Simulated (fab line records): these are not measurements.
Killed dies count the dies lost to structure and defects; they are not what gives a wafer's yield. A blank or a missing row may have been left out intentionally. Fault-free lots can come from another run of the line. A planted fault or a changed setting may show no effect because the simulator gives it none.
The tool behind it: which one? + flow nand harc + Sampling: 11 lots, 33 wafers, 5 of 1302 route steps

WHAT EACH GAUGE READ, for each wafer
NHARC_END_SORT_01.
| lot  | measured     | on        | killed at array |
|------|--------------|-----------|-----------------|
| L491 | day 24 18:47 | prober-02 | 76 57 76        |
| L492 | day 25 17:55 | prober-02 | 58 45 40        |
| L495 | day 26 04:04 | prober-01 | 71 71 57        |
| L496 | day 27 18:38 | prober-01 | 52 46 45        |
| L497 | day 27 17:02 | prober-02 | 65 80 75        |
| L498 | day 28 15:52 | prober-01 | 36 49 37        |
| L499 | day 29 03:04 | prober-02 | 45 49 42        |
| L500 | day 29 12:08 | prober-01 | 74 80 77        |
| L501 | day 30 10:35 | prober-02 | 61 44 60        |
| L510 | day 33 06:17 | prober-02 | 56 36 45        |
| L511 | day 33 03:02 | prober-01 | 69 55 55        |

TOOL THAT RAN EACH LOT (tool first, then ch and the chambers of the sampled wafers, then the start)
| lot  | NHARC_P_GATE_ETCH_104              | NHARC_P_GATE_DESCUM_48             | NHARC_P_GATE_PEB_57               | NHARC_P_GATE_DESCUM_61             |
|------|------------------------------------|------------------------------------|-----------------------------------|------------------------------------|
| L491 | rie diel-10 ch 0,1,3, day 5 17:55  | rie diel-09 ch 0,1,3, day 6 05:52  | litho track-07 ch 0, day 6 07:23  | rie diel-09 ch 1,2,3, day 6 07:38  |
| L492 | rie diel-05 ch 0,1,2, day 6 12:57  | rie diel-10 ch 1,3, day 7 00:50    | litho track-07 ch 0, day 7 02:13  | rie diel-10 ch 1,3, day 7 02:28    |
| L495 | rie diel-05 ch 0,2,3, day 7 14:12  | rie diel-09 ch 1,3, day 8 02:02    | litho track-03 ch 0, day 8 03:35  | rie diel-09 ch 0,1, day 8 03:50    |
| L496 | rie diel-05 ch 0,1, day 7 21:59    | rie diel-05 ch 1,2, day 8 11:53    | litho track-07 ch 0, day 8 13:23  | rie diel-10 ch 0,1, day 8 13:38    |
| L497 | rie diel-10 ch 0,3, day 8 11:15    | rie diel-09 ch 0,1,2, day 8 23:00  | litho track-07 ch 0, day 9 00:22  | rie diel-09 ch 2,3, day 9 00:37    |
| L498 | rie diel-05 ch 0,2, day 9 07:43    | rie diel-10 ch 0,1,3, day 9 19:39  | litho track-03 ch 0, day 9 21:08  | rie diel-10 ch 0,1,3, day 9 21:23  |
| L499 | rie diel-05 ch 0,2,3, day 9 12:07  | rie diel-05 ch 0,2,3, day 9 23:52  | litho track-05 ch 0, day 10 01:23 | rie diel-09 ch 0,2, day 10 01:38   |
| L500 | rie diel-09 ch 0,1,3, day 9 15:19  | rie diel-05 ch 0,1,3, day 10 02:59 | litho track-07 ch 0, day 10 04:22 | rie diel-09 ch 0,1,3, day 10 04:38 |
| L501 | rie diel-10 ch 1,2,3, day 10 04:54 | rie diel-09 ch 0,1,2, day 10 17:07 | litho track-07 ch 0, day 10 18:37 | rie diel-09 ch 1,2,3, day 10 18:52 |
| L510 | rie diel-09 ch 0,1,3, day 13 21:40 | rie diel-05 ch 0,2, day 14 09:46   | litho track-07 ch 0, day 14 11:17 | rie diel-10 ch 0,1, day 14 11:32   |
| L511 | rie diel-10 ch 0,1,2, day 14 06:23 | rie diel-09 ch 0,2,3, day 14 18:20 | litho track-07 ch 0, day 14 19:43 | rie diel-05 ch 0,2,3, day 14 19:59 |
- NHARC_P_GATE_ETCH_104: etches the open film in CF4/CHF3, target depth 60 nm.
- NHARC_P_GATE_DESCUM_48: chemistry O2, time 3 s.
- NHARC_P_GATE_PEB_57: peb time 85 s.
- NHARC_P_GATE_DESCUM_61: chemistry O2, time 3 s.

THE ANSWER, worked out from the rows above alone
Rule: the usual values come from the lots themselves. The widest of any qualifying gaps counts: lots, ordered by their means at a reading, are off when they make up no more than a third of the lots, leave a main group of 4 or more, and stand apart from it by 3 or more times the standard deviation of that group's means. Not used: any main group whose means are identical at the precision the tables above print for the reading. A lot without any number at a reading at which 4 lots or more have one is off too. Where the step has rows for the other lots, those lots are counted as sound.
No lot is off on any of the readings shown, so nothing can be concluded from this.

WHAT HAD BEEN PUT IN BY THE SIMULATOR
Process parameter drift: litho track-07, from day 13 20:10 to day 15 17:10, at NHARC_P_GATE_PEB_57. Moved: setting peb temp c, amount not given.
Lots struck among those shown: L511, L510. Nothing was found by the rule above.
